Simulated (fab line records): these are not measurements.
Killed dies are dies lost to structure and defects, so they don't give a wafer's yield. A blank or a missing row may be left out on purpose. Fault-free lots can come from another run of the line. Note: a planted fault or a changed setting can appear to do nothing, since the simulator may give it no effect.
Which tool is to blame?    flow nand_harc    Sampling: 24 lots, 72 wafers, 3 of 1302 route steps

## WHAT THE GAUGES READ, wafer by wafer
NHARC_A_ONON_D2_THK_MEAS_08: measures by ellipsometry.
lot   measured      on             thk_nm (nm)
L075  day 12 11:46  film_metro-02  1006 1006 1006
L074  day 12 18:25  film_metro-01  1007 1005 1008
L077  day 13 07:19  film_metro-02  998 997 1001
L076  day 13 07:19  film_metro-02  982 983 980
L078  day 14 01:52  film_metro-01  1007 1009 1008
L079  day 14 21:02  film_metro-02  980 983 982
L081  day 15 09:41  film_metro-02  985 985 987
L082  day 15 11:14  film_metro-01  1002 1001 1001
L080  day 15 11:08  film_metro-02  1003 1003 1001
L084  day 16 08:39  film_metro-01  996 996 996
L085  day 16 08:47  film_metro-01  984 983 982
L083  day 16 09:00  film_metro-02  986 986 986
L086  day 17 18:02  film_metro-01  995 995 995
L088  day 18 08:02  film_metro-02  999 1000 1003
L087  day 18 14:52  film_metro-02  1001 999 1001
L089  day 18 23:26  film_metro-02  1000 1001 1000
L090  day 19 08:17  film_metro-01  995 997 997
L092  day 19 21:26  film_metro-01  1008 1009 1006
L091  day 19 21:27  film_metro-02  1012 1011 1010
L093  day 20 03:13  film_metro-02  999 998 997
L094  day 21 07:18  film_metro-01  997 999 999
L095  day 21 07:29  film_metro-02  1010 1012 1012
L096  day 21 18:49  film_metro-02  981 982 983
L097  day 22 11:29  film_metro-01  1015 1015 1015

NHARC_A_ONON_D2_THK_MEAS_18: measures by ellipsometry.
lot   measured      on             thk_nm (nm)
L075  day 12 20:37  film_metro-01  1005 1003 1004
L074  day 13 03:44  film_metro-01  991 991 992
L077  day 13 16:13  film_metro-01  1003 1005 1003
L076  day 13 16:13  film_metro-02  1004 1003 1005
L078  day 14 11:12  film_metro-02  996 995 996
L079  day 15 07:16  film_metro-01  1010 1011 1011
L081  day 15 18:31  film_metro-02  1008 1009 1009
L082  day 15 18:31  film_metro-02  990 994 991
L080  day 15 18:30  film_metro-02  1009 1008 1009
L084  day 16 17:29  film_metro-01  1013 1013 1011
L085  day 16 17:08  film_metro-01  1005 1007 1007
L083  day 16 17:09  film_metro-01  996 996 996
L086  day 18 02:56  film_metro-02  994 994 995
L088  day 18 16:58  film_metro-01  1002 1001 1001
L087  day 18 23:23  film_metro-01  995 995 995
L089  day 19 08:20  film_metro-02  999 1000 998
L090  day 19 17:10  film_metro-01  998 1001 1000
L092  day 20 06:32  film_metro-01  1001 998 998
L091  day 20 06:32  film_metro-02  985 986 986
L093  day 20 11:43  film_metro-01  1005 1006 1005
L094  day 21 16:12  film_metro-02  1010 1011 1008
L095  day 21 16:12  film_metro-01  999 996 996
L096  day 22 04:12  film_metro-02  997 998 998
L097  day 22 22:27  film_metro-01  994 994 994

## EACH LOT AND THE TOOL THAT RAN IT (in order: tool; ch and the chambers of the sampled wafers; start)
lot   NHARC_A_DECK1_JOINT_DEP_16
L075  pecvd-03 ch 0,1,2, day 12 09:46
L074  pecvd-03 ch 0,1,2, day 12 16:22
L077  pecvd-02 ch 0,2, day 13 05:17
L076  pecvd-04 ch 0,1, day 13 05:18
L078  pecvd-02 ch 1,2, day 13 23:51
L079  pecvd-04 ch 0,1, day 14 19:01
L081  pecvd-02 ch 0,1,2, day 15 07:41
L082  pecvd-04 ch 1,2, day 15 09:07
L080  pecvd-02 ch 0,1,2, day 15 09:08
L084  pecvd-02 ch 0,1,2, day 16 06:38
L085  pecvd-04 ch 0,2, day 16 06:39
L083  pecvd-02 ch 0,1,2, day 16 06:50
L086  pecvd-03 ch 0,1, day 17 16:04
L088  pecvd-04 ch 0,1, day 18 05:58
L087  pecvd-03 ch 0,1,2, day 18 12:52
L089  pecvd-02 ch 0,1, day 18 21:28
L090  pecvd-04 ch 0,1,2, day 19 06:16
L092  pecvd-03 ch 0,1,2, day 19 19:26
L091  pecvd-02 ch 0,1,2, day 19 19:26
L093  pecvd-03 ch 0,1, day 20 01:11
L094  pecvd-04 ch 0,2, day 21 05:19
L095  pecvd-04 ch 0,2, day 21 05:29
L096  pecvd-02 ch 1,2, day 21 16:49
L097  pecvd-02 ch 0,1,2, day 22 09:28
- NHARC_A_DECK1_JOINT_DEP_16: deposits SiO2, target thk 45 nm.

## AS READ BY THE TOOLS THEMSELVES (means over the sampled wafers that have a number; for cases with no such wafer, the mark the record gives instead)
NHARC_A_DECK1_JOINT_DEP_16.
lot   tool      heater_power_w (W)  throttle_valve_pct (%)
L075  pecvd-03  610                 15.7
L074  pecvd-03  556                 15.7
L077  pecvd-02  493                 15.9
L076  pecvd-04  637                 16.2
L078  pecvd-02  447                 15.3
L079  pecvd-04  526                 16.5
L081  pecvd-02  494                 15.7
L082  pecvd-04  603                 16.4
L080  pecvd-02  461                 15.8
L084  pecvd-02  439                 15.7
L085  pecvd-04  546                 16.4
L083  pecvd-02  482                 16.0
L086  pecvd-03  544                 15.6
L088  pecvd-04  539                 16.5
L087  pecvd-03  602                 15.6
L089  pecvd-02  457                 16.1
L090  pecvd-04  602                 16.5
L092  pecvd-03  567                 15.6
L091  pecvd-02  539                 15.8
L093  pecvd-03  552                 15.8
L094  pecvd-04  598                 16.3
L095  pecvd-04  668                 16.1
L096  pecvd-02  533                 15.5
L097  pecvd-02  519                 16.0

## THE ANSWER, worked out from the rows above alone
Rule: what is usual is taken from the lots themselves. The widest of any qualifying gaps counts: lots, ordered by their means at a reading, are off when they make up no more than a third of the lots, leave a main group of 4 or more, and stand apart from it by 3 or more times the standard deviation of that group's means. The tables above print the reading to a certain number of digits; a main group whose means all agree to those digits is not used. Also off: a lot with no number at a reading for which 4 or more lots have one. All remaining lots with rows at the step are treated as sound. First the gauges in route order, then the tools' own readings, where a lot's mean is used as printed above. The first step at which some lot is off is used, and at that step the reading that is off furthest; a lot without a number counts as furthest.
No lot is off on any of the readings shown, so nothing can be concluded from this.

## WHAT HAD BEEN PUT IN BY THE SIMULATOR
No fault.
